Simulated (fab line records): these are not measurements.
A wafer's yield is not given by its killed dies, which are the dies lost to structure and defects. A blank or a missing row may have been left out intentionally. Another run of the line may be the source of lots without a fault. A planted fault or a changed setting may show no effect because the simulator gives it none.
fab line records	flow n5-finfet
record lots=4	wafers=12	last-day=18
route steps=1938 shown BEOL_M9@1452 BEOL_M10@1470 PASSIVATION@1936
lots with no fault: from the same line, run without faults
start-h: hours from the record's first day to the start of the lot's first wafer shown	wait-h: hours since the lot's step before	" same as the row above	L1.1+2: one row covering several wafers at once	- no value present, or no start provided	* or withheld: withheld	< > ~ a bound
route shown NAME@n: a module of which the file shows steps, and the number in the route of the first	usual: mean/standard deviation of fault-free wafers	same: alike in all rows	chamber/n: place in a boat	sites: the reading at each site	_std_site: the values' standard deviation	_edge_site: the outer-site mean with the inner-site mean subtracted	radius-mm: how far each site lies from the wafer's centre	mask NAME#n: copy n	behind: tool/chamber where the wafer was last shaped	hold: what put the lot on hold/how long, in hours/how the hold closed	device: which transistor (n, p or np) failed to switch	end of line: the route-end tests of the same wafers	for a step that has no rows: nothing shown but its recipe	killed: not the wafer's yield, but the dies lost to structure and defects at the first sort	map: a wafer's dies, marking killed ones x, the rest . and places with no die _
set.NAME: the run value of the setting; set.NAME@STEP: its run value at that earlier step	model.NAME: the simulator's own value behind a step, which no gauge read
a table for each step, a row for each wafer; lots at some steps of the route
services: the hour from which a tool's chamber was out of use, counted from the record's first day as start-h (under 0 if before that day), plus the number of hours and why
## steps
# step N5_BEOL_M9_PRECLEAN_42
# recipe chemistry=residue-remover	time-s=60	temp-c=40
# step N5_BEOL_M9_SRD_43
# recipe time-s=30	temp-c=23	rinse-liquid=diw	dry=ipa-marangoni
# step N5_BEOL_M9_CURE_72
# recipe temp-c=370	time-s=120	ambient=DMADMS/He	material=SiCOH_lowk
# step N5_BEOL_M9_DEGAS_44
# recipe ambient=vacuum	temp-c=250	time-s=60
# step N5_BEOL_M9_PRE_CLEAN_45
# recipe gas=H2/He	time-s=30	temp-c=250
# step N5_BEOL_M9_ALD_74
# recipe material=TaN	target-thk-a=20	temp-c=275	ald-precursor-family=PDMAT	ald-co-reactant=NH3	pressure-torr=3	carrier-flow-sccm=1500	pulse-time-s=2	purge-time-s=3	co-reactant-purge-time-s=2	co-reactant-pulse-time-s=3	ald-cycles=40	precursor-vessel-temp-c=75	precursor-vessel-pressure-torr=26.25	precursor-vessel-carrier-sccm=1000
# step N5_BEOL_M9_SURFACE_TREAT_79
# recipe gas=Ar	time-s=*	ion-energy-ev=*	ion-current-ma-cm2=0.5	pressure-mtorr=*	ar-flow-sccm=30
# step N5_BEOL_M9_CVD_78
# recipe material=Co	target-thk-a=20	temp-c=withheld	precursor=CCTBA/H2	pressure-torr=30	time-s=138.9
# step N5_BEOL_M9_SPUTTER_48
# recipe material=Cu	target-thk-a=120	temp-c=-20	bias-v=60	power-w=26000	chamber-pressure-pa=0.13	time-s=2
# step N5_BEOL_M9_ECD_50
# recipe material=Cu	target-thk-a=3180
# step N5_BEOL_M9_ANNEAL_51
# recipe temp-c=225	time-s=90	ambient=N2
# step N5_BEOL_M9_CMP_52
# recipe stop-on=SiCOH_lowk	t-overpolish-s=7	down-force-psi=1	platen-rpm=50	clearing-platen-down-force-psi=1.5	clearing-platen-rpm=50	post-cmp-clean=cu-alkaline	target-thk-nm=140	clearing-platen-pad-velocity-m-s=0.99484	pad-velocity-m-s=0.99484
# usual barrier-field-endpoint-s=29.0/0.69	edge-zone-pressure-frac=1.000/0.0052	motor-current-A=6.2/0.53	overpolish-run-s=6.999/0.0088	time-to-endpoint-s=66/3.3
# same t-overpolish-s=7
lot.wafer	tool	chamber	start-h	wait-h	barrier-field-endpoint-s	edge-zone-pressure-frac	motor-current-A	overpolish-run-s	time-to-endpoint-s
L368.3	cmp-03	1	237.02	0.3	29.8	0.992	7.1	6.986	70
L368.4	"	3	"	"	29.9	0.999	6.1	6.999	68
L368.6	"	2	"	"	29.9	0.997	5.4	7.005	69
L382.2	cmp-03	2	326.57	0.2	29.6	0.998	5.4	6.991	69
L382.3	"	3	"	"	29.8	0.999	6.5	6.990	67
L382.4	"	1	"	"	29.4	1.011	7.0	7.008	69
L384.4	cmp-03	0	332.38	0.3	28.9	1.002	5.8	6.997	68
L384.1	"	1	"	"	28.1	0.992	6.8	7.000	67
L384.5	"	3	"	"	28.2	1.003	6.3	6.993	67
L389.3	cmp-04	2	362.31	0.2	28.4	0.994	6.4	6.975	62
L389.5	"	0	"	"	28.0	0.993	5.8	7.004	59
L389.6	"	1	"	"	29.1	0.998	6.6	6.998	65
# step N5_BEOL_M9_PRE_CLEAN_55
# recipe gas=NH3	time-s=15	temp-c=withheld	rf-power-w=300
# step N5_BEOL_M9_DEP_56
# recipe material=SiCN	target-thk-a=150	temp-c=withheld	precursor=3MS/NH3	pressure-torr=3	rf-w=202	time-s=26.5
# step N5_BEOL_M9_INSPECT_58
# recipe inspect-instrument=darkfield	mode=post-dep
# usual raw-defect-count=72/29
lot.wafer	tool	chamber	start-h	wait-h	raw-defect-count
L368.3	defect-inspect-02	-	237.48	0.0	60
L368.4	"	-	"	"	61
L368.6	"	-	"	"	42
L382.2	defect-inspect-02	-	327.03	0.0	515
L382.3	"	-	"	"	526
L382.4	"	-	"	"	501
L384.1	defect-inspect-01	-	332.77	0.0	561
L384.4	"	-	"	"	453
L384.5	"	-	"	"	537
L389.3	defect-inspect-01	-	362.69	0.0	87
L389.5	"	-	"	"	94
L389.6	"	-	"	"	66
# step N5_BEOL_M10_ILD_DEP_00
# recipe material=SiCOH_lowk	target-thk-a=3085.1	temp-c=300	precursor=DEMS/porogen	pressure-torr=5	rf-w=500	time-s=58
# step N5_BEOL_M10_CURE_71
# recipe temp-c=385	time-s=240	ambient=He/Ar	material=SiCOH_lowk
# step N5_BEOL_M10_PECVD_70
# recipe material=SiO2	target-thk-a=200	temp-c=400	precursor=TEOS/O2	pressure-torr=5.5	rf-w=450	teos-flow-sccm=53.8	gas=O2	flow-sccm=3000	time-s=22.7
# step N5_BEOL_M10_HM_DEP_02
# recipe material=TiN	target-thk-a=200	temp-c=25	chamber-pressure-pa=0.49996
# step N5_BEOL_M10_COAT_59
# recipe resist=SOC	temp-c=250	time-s=60	spin-rpm=1500	resist-thk-nm=100
# step N5_BEOL_M10_COAT_60
# recipe resist=SiARC	temp-c=220	time-s=60	spin-rpm=1500	resist-thk-nm=30
# step N5_BEOL_M10_COAT_05
# recipe resist=CAR-ArF	spin-rpm=1500	resist-thk-nm=90
# step N5_BEOL_M10_EBR_07
# recipe solvent=PGMEA	ebr-width-mm=1.5
# step N5_BEOL_M10_SOFTBAKE_06
# recipe temp-c=110	time-s=60	resist=CAR-ArF
# step N5_BEOL_M10_EXPOSE_08
# recipe mask-id=M10	na=1.35	source-shape=dipole	sigma-inner=0.411	sigma-outer=0.611	polarization=te	dose-mj=53.75
# step N5_BEOL_M10_PEB_09
# recipe peb-temp-c=withheld	peb-time-s=60	resist=CAR-ArF
# step N5_BEOL_M10_DEVELOP_10
# recipe develop-time-s=30	developer=TMAH	resist=CAR-ArF	rinse-liquid=diw	dry=air-spin	dev-temp-c=23
# step N5_BEOL_M10_INSPECT_13
# recipe mode=adi	inspect-instrument=brightfield
# usual raw-defect-count=414/110
lot.wafer	tool	chamber	start-h	wait-h	raw-defect-count
L368.3	defect-inspect-01	-	239.54	0.0	361
L368.4	"	-	"	"	328
L368.6	"	-	"	"	310
L382.2	defect-inspect-02	-	330.26	0.0	875
L382.3	"	-	"	"	949
L382.4	"	-	"	"	923
L384.1	defect-inspect-02	-	334.45	0.0	870
L384.4	"	-	"	"	800
L384.5	"	-	"	"	829
L389.3	defect-inspect-01	-	364.37	0.0	412
L389.5	"	-	"	"	439
L389.6	"	-	"	"	421
# step N5_BEOL_M10_DESCUM_16
# recipe chemistry=O2	time-s=7.9	source-power-w=50	bias-power-w=20	pressure-mtorr=20	rf-frequency-hz=2.712e+07	temp-c=40	resist=CAR-ArF	o2-flow-sccm=225
# step N5_BEOL_M10_ETCH_61
# recipe chemistry=CF4	target=SiARC	target-depth-a=390	mask-material=CAR-ArF	time-s=65	ion-energy-ev=80	pressure-mtorr=40	source-w=545	bias-w=36	Ar_flow_sccm=100	cf4-flow-sccm=100	ends=cleared
# step N5_BEOL_M10_ETCH_62
# recipe chemistry=N2/H2	target=SOC	target-depth-a=1100	overetch-a=220	mask-material=SiARC	temp-c=40	time-s=165	ion-energy-ev=200	pressure-mtorr=30	source-w=840	bias-w=150	n2-flow-sccm=200	h2-flow-sccm=200
# step N5_BEOL_M10_STRIP_68
# recipe chemistry=N2/H2	temp-c=40	n2-flow-sccm=200	h2-flow-sccm=200	rf-frequency-hz=6e+07
# step N5_BEOL_M10_STRIP_67
# recipe chemistry=CF4	resist=SiARC	power-w=300	bias-power-w=75	pressure-mtorr=50	cf4-flow-sccm=150	rf-frequency-hz=6e+07
# step N5_BEOL_M10_HM_OPEN_17
# recipe chemistry=Cl2/BCl3	target-depth-a=200	overetch-a=60	target=TiN	mask-material=SOC	ion-energy-ev=150	pressure-mtorr=10	icp-w=1000	bias-w=126	Cl2_flow_sccm=53.25	bcl3-flow-sccm=21.75	Ar_flow_sccm=25
# step N5_BEOL_M10_STRIP_19
# recipe chemistry=O2	power-w=400	temp-c=40	pressure-mtorr=30	rf-frequency-hz=6e+07	bias-power-w=0	overash-fraction=0.2	o2-flow-sccm=225
# step N5_BEOL_M10_INSPECT_30
# recipe mode=adi	inspect-instrument=brightfield
# usual raw-defect-count=418/100
lot.wafer	tool	chamber	start-h	wait-h	raw-defect-count
L368.3	defect-inspect-02	-	241.33	0.0	344
L368.4	"	-	"	"	296
L368.6	"	-	"	"	291
L382.2	defect-inspect-02	-	331.73	0.0	877
L382.3	"	-	"	"	943
L382.4	"	-	"	"	957
L384.1	defect-inspect-02	-	337.18	0.0	900
L384.4	"	-	"	"	803
L384.5	"	-	"	"	821
L389.3	defect-inspect-01	-	367.00	0.0	395
L389.5	"	-	"	"	443
L389.6	"	-	"	"	427
# step N5_PASSIVATION_PROBE_49
# usual defect-limited-yield=91.1/1.5	killed_at_M0_to_M3=35/9.5	killed_at_M4_up=13/5.2	killed-at-contacts=12/6.1	killed-at-front-end=41/14	killed-at-other=3.8/2.9	killed-dies=105/17	killed-on-rim=13/4.1	killed-open=70/13	killed-short=33/8.4	sort_bin_5_function=5.1/0.97	sort_bin_6_memory=3.4/0.69	sort-n-pass=1075/17	sort-yield-pct=91.1/1.5
# same gross-dies=1180	killed-at-back-side=0	sort_bin_4_leakage[%]=0	sort_bin_8_speed[%]=0
lot.wafer	tool	chamber	start-h	wait-h	defect-limited-yield[%]	killed_at_M0_to_M3	killed_at_M4_up	killed-at-contacts	killed-at-front-end	killed-at-other	killed-dies	killed-on-rim	killed-open	killed-short	sort_bin_5_function[%]	sort_bin_6_memory[%]	sort-n-pass	sort-yield-pct[%]
L368.3	prober-01	-	292.86	0.1	92.0	43	13	6	30	2	94	14	54	39	4.1	3.4	1086	92.0
L368.4	prober-01	-	292.91	0.2	89.7	47	24	11	33	7	122	14	83	39	6.7	3.6	1058	89.7
L368.6	prober-01	-	293.01	0.3	90.4	49	17	11	35	1	113	10	76	35	5.7	3.6	1067	90.4
L382.2	prober-02	-	379.23	0.1	62.1	19	365	15	46	2	447	56	59	32	20.9	15.1	733	62.1
L382.3	prober-02	-	379.28	0.1	62.2	30	375	9	26	6	446	71	56	26	23.2	12.7	734	62.2
L382.4	prober-02	-	379.33	0.2	63.1	29	365	6	33	3	436	52	52	27	23.2	11.8	744	63.1
L384.1	prober-02	-	385.21	0.0	59.2	41	382	23	31	4	481	59	72	31	26.0	13.0	699	59.2
L384.4	prober-02	-	385.36	0.2	62.8	25	354	16	42	2	439	55	65	32	20.9	13.0	741	62.8
L384.5	prober-02	-	385.41	0.2	62.4	32	367	13	30	2	444	48	37	43	22.4	11.9	736	62.4
L389.3	prober-02	-	425.87	0.1	92.7	32	5	13	35	1	86	12	62	23	4.5	2.7	1094	92.7
L389.5	prober-02	-	425.97	0.2	93.0	34	5	17	26	1	83	8	49	33	4.4	2.3	1097	93.0
L389.6	prober-02	-	426.02	0.3	93.1	29	8	14	28	2	81	14	55	25	3.4	3.1	1099	93.1
# killed by level:class
L368.3 BEOL_M0_SAQP:geometric-particle:short=11 FIN_SAQP:geometric-particle:short=10 FIN_SAQP:geometric-particle:open=9 BEOL_M4:geometric-particle:open=9 BEOL_M3:geometric-particle:open=8 BEOL_M0_SAQP:geometric-particle:open=7 MOL_CONTACT_COAG:geometric-particle:open=5 BEOL_M2:geometric-particle:short=5
L368.4 BEOL_M4:geometric-particle:open=11 BEOL_M0_SAQP:geometric-particle:open=9 MOL_CONTACT_COAG:geometric-particle:open=8 BEOL_M0_SAQP:geometric-particle:short=8 FIN_SAQP:geometric-particle:open=7 DUMMY_GATE:geometric-particle:open=7 BEOL_M1:geometric-particle:open=7 FIN_SAQP:geometric-particle:short=6
L368.6 FIN_SAQP:geometric-particle:open=11 BEOL_M4:geometric-particle:open=11 MOL_CONTACT_COAG:geometric-particle:open=10 BEOL_M0_SAQP:geometric-particle:open=9 BEOL_M0_SAQP:geometric-particle:short=9 BEOL_M3:geometric-particle:open=8 FIN_SAQP:geometric-particle:short=7 BEOL_M0:geometric-particle:open=7
L382.2 BEOL_M9:unspecified=353 FIN_SAQP:geometric-particle:short=13 FIN_SAQP:geometric-particle:open=12 MOL_CONTACT_COAG:geometric-particle:open=11 BEOL_M1:geometric-particle:open=6 BEOL_M5:geometric-particle:open=6 STI_FIN_REVEAL:geometric-particle:open=5 GATE_CUT:geometric-particle:short=5
L382.3 BEOL_M9:unspecified=364 MOL_CONTACT_COAG:geometric-particle:open=8 BEOL_M0_SAQP:geometric-particle:open=7 BEOL_M0_SAQP:geometric-particle:short=7 STI_FIN_REVEAL:geometric-particle:open=6 BEOL_M4:geometric-particle:open=6 BEOL_M3:geometric-particle:short=5 DUMMY_GATE:geometric-particle:open=5
L382.4 BEOL_M9:unspecified=355 BEOL_M3:geometric-particle:open=8 STI_FIN_REVEAL:geometric-particle:open=7 DUMMY_GATE:geometric-particle:open=7 MOL_CONTACT_COAG:geometric-particle:open=6 BEOL_M0_SAQP:geometric-particle:open=6 BEOL_M2:geometric-particle:open=5 FIN_SAQP:geometric-particle:short=4
L384.1 BEOL_M9:unspecified=375 MOL_CONTACT_COAG:geometric-particle:open=19 BEOL_M0_SAQP:geometric-particle:short=11 FIN_SAQP:geometric-particle:short=8 BEOL_M1:geometric-particle:open=8 BEOL_M0_SAQP:geometric-particle:open=7 FIN_SAQP:geometric-particle:open=5 BEOL_M2:geometric-particle:open=5
L384.4 BEOL_M9:unspecified=341 FIN_SAQP:geometric-particle:short=14 MOL_CONTACT_COAG:geometric-particle:open=12 STI_FIN_REVEAL:geometric-particle:open=9 FIN_SAQP:geometric-particle:open=7 BEOL_M2:geometric-particle:open=7 BEOL_M4:geometric-particle:open=6 MOL_CONTACT_COAG:geometric-particle:short=4
L384.5 BEOL_M9:unspecified=363 BEOL_M0_SAQP:geometric-particle:short=12 FIN_SAQP:geometric-particle:short=9 BEOL_M0_SAQP:geometric-particle:open=8 MOL_CONTACT_COAG:geometric-particle:open=7 MOL_CONTACT_COAG:geometric-particle:short=6 STI_FIN_REVEAL:geometric-particle:short=4 GATE_CUT:geometric-particle:open=4
L389.3 MOL_CONTACT_COAG:geometric-particle:open=10 FIN_SAQP:geometric-particle:open=9 BEOL_M0_SAQP:geometric-particle:open=8 DUMMY_GATE:geometric-particle:open=7 BEOL_M0_SAQP:geometric-particle:short=7 BEOL_M2:geometric-particle:open=4 BEOL_M3:geometric-particle:open=4 STARTING-WAFER:geometric-particle:open=4
L389.5 MOL_CONTACT_COAG:geometric-particle:open=11 BEOL_M0_SAQP:geometric-particle:short=9 FIN_SAQP:geometric-particle:open=8 BEOL_M0_SAQP:geometric-particle:open=7 MOL_CONTACT_COAG:geometric-particle:short=6 BEOL_M3:geometric-particle:open=6 FIN_SAQP:geometric-particle:short=5 BEOL_M3:geometric-particle:short=4
L389.6 MOL_CONTACT_COAG:geometric-particle:open=11 FIN_SAQP:geometric-particle:open=7 BEOL_M0_SAQP:geometric-particle:short=7 BEOL_M1:geometric-particle:open=6 FIN_SAQP:geometric-particle:short=5 DUMMY_GATE:geometric-particle:open=5 BEOL_M0_SAQP:geometric-particle:open=4 BEOL_M2:geometric-particle:open=4
# map L382.2 (x killed, . not)
_________________x.x.x.x.....________________
______________x...x..x.xxxx....x_____________
___________x.xx.....xx.xx.......x..__________
__________xxxxx..x.xx.x...x..x..x..._________
________x......x.x..xxxx...x.x...xxx.._______
_______..xxxx....xx.xx.x...xx..xx...x.x______
______x.xx.x...x.x..x.........x.x..x...x_____
_____.xx...x......x..x..x...xx....xxx..xx____
____.....xxxx.xxx.xx.x.x...xx..x.....xx..x___
___.x.xxx...x.xx.x.....xx...xx....x..x.....__
___...x..xx........x.x.xx...xx....x.x..xxx.__
__x.xxxxxx....xx.xx....x.x.x..xx.x.xxx.x...._
__.x.....xxx.xx..x.xx.......x.....xxx..xx.x._
_..xx.........x..x..x.xxxxx.......xx.xx..x..x
_.x.x..x......x.x.......xxx...x........x..x..
_x..xxx.......xx..xx..x.xx..xxx...xxxx.xx..x.
_..x...xxx.....x.....xx.x.x..xx.x...........x
_.xxx....x.xx....x.......xxxxx........xx..x..
_....xx.x..x...x.xxx.......x.x.xx...x...xx..x
_x..xx..x.x..x.xx.....x......x..........xxx..
_....x...........x.x.x...........xxxxx.x..xx.
__.x..x...xx.xx.xxxx..x.x....xx...xxx.x....._
__..x..xxx.....xxxx......x....x..xx.xx..x..x_
___x.xxxxx...x...x.....x...xx.x..x..xx.xx..__
___..xx...xx...xx...x...x..x..x..xxx..x....__
____xx..x.......x...xx..x.x..xx.xx..x..x.x___
_____..x.x.x.xx.....x..x.x.....xx.....xx.____
______xx.x..xxxxx..xx.x.xxxxx.x..xxxxxx._____
_______xxx....x.xx..xx..x.x............______
________..xx....xxx..xx..x.x........xx_______
__________.x..xx....x.......xx...xxx_________
___________.x.xx..xxx.....xx...x..x__________
______________x...x...x.x..x..x._____________
_________________.x..x...x..x________________
# map L384.1 (x killed, . not)
_________________..xx.x....x.________________
______________.x..x......x.xx..._____________
___________.xx..xx.xx....x..x.xxxx.__________
__________..xx....xx.x.xxx.xx.x.xx.._________
________xx.x..xx.x.xx.xx..x..xx..x...x_______
_______..x.xx...x.x..xxxxxxxx.x.xxxxx..______
______xx.....xx.x.x...xxxx...xx...xx...._____
_____.xxx....x....x.xxx.x.xxx.x.x..x.x..x____
____.x.x.x...x...x....x..xx.x.xxx.xxxxxx.x___
___x...xx.x....xx.x.x....xxx.x...xx...x.xxx__
___x.x........xxx.x..xxx.xx.x..xxxxxx....xx__
__.xxx.x.x.x.....x..xx.xx...x.....xx...x.x.._
__....x....x..x...xx......x..x.....xx.x.xx.._
_x.x.x.........xx.xx.xx.x.xxxxx.x..x.x.xx....
_xx...xxx.x.x.x....xx.x.........x.x..........
_..xxxx...xx...x.x..xx..........x..xx..x.....
_..xx..x...xx.x....xx.xxxx...x..x.x.x.......x
_....x..x...x.x...xxx..xx.x...xxxxx....x....x
_xx.......x..xx....x..x.x....x....x.....x.x..
_x.xxx.xx.x.x..x.x....xxxx...x.xx..xxxx..x..x
_xx....xxx.x.x...xx..x.x.x.x..xxx.x...x..xx.x
__..xx.x.....xx..xx..x...x..x.x.xxxx.x....xx_
__x..x...x.x.x.x..x.xx..x.xxx.xxx....x.x...._
___....xxxx.........x.x..x....xx.xxx....x..__
___.xx..x.xx........x......x.xx..xx......x.__
____.x...xx..xxx.xx.x..x.x.x.......xx..x.x___
_____.x...xx....x.............x.x.xxx.x..____
______.....x.x..xxx.xxxxx....x.x..x..x.._____
_______x...xxx.xxxx..x..x..x.xx.xxx.x..______
________x...x..xx..xx.x...xxx.....x..._______
__________x...x..x.x..x...xxx.x.xx.x_________
___________...x........x.x..xxx....__________
______________..x.....x..x..xxxx_____________
_________________..x...x.xxxx________________
## services
tool	chamber	start-h	hours	kind
cmp-04	-	217.08	3.9	pm
cmp-04	-	240.82	2.1	repair
cmp-03	-	253.01	1.0	repair
cmp-03	-	263.58	4.0	pm
cmp-03	-	267.58	-	consumable-replace:conditioner
cmp-03	-	267.58	-	consumable-replace:pad
cmp-04	-	355.45	4.0	pm
cmp-04	-	359.45	-	consumable-replace:conditioner
cmp-04	-	359.45	-	consumable-replace:pad
cmp-04	-	360.98	1.1	repair
## key
first-sign step=N5_BEOL_M9_INSPECT_58	reading=raw-defect-count	direction=up	sigmas=15	usual=72	struck=516
effect step=N5_BEOL_M10_INSPECT_13	reading=raw-defect-count	direction=up	sigmas=4.4	usual=414	struck=874
effect step=N5_BEOL_M10_INSPECT_30	reading=raw-defect-count	direction=up	sigmas=4.5	usual=418	struck=884
effect step=N5_PASSIVATION_PROBE_49	reading=killed_at_M4_up	direction=up	sigmas=68	usual=13	struck=368
more-kills-born-at N5_BEOL_M9_CMP_52@cmp-03=2151
met-at N5_BEOL_M9_CMP_52
struck-wafers L382.2,L382.3,L382.4,L384.1,L384.4,L384.5
onset-between 237.02 326.57
fault kind=chamber-particle-source	tool=cmp-03	chamber=-	onset-h=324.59	steps=N5_BEOL_M9_CMP_52	rate-per-visit-cm2=0.70254	end-h=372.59
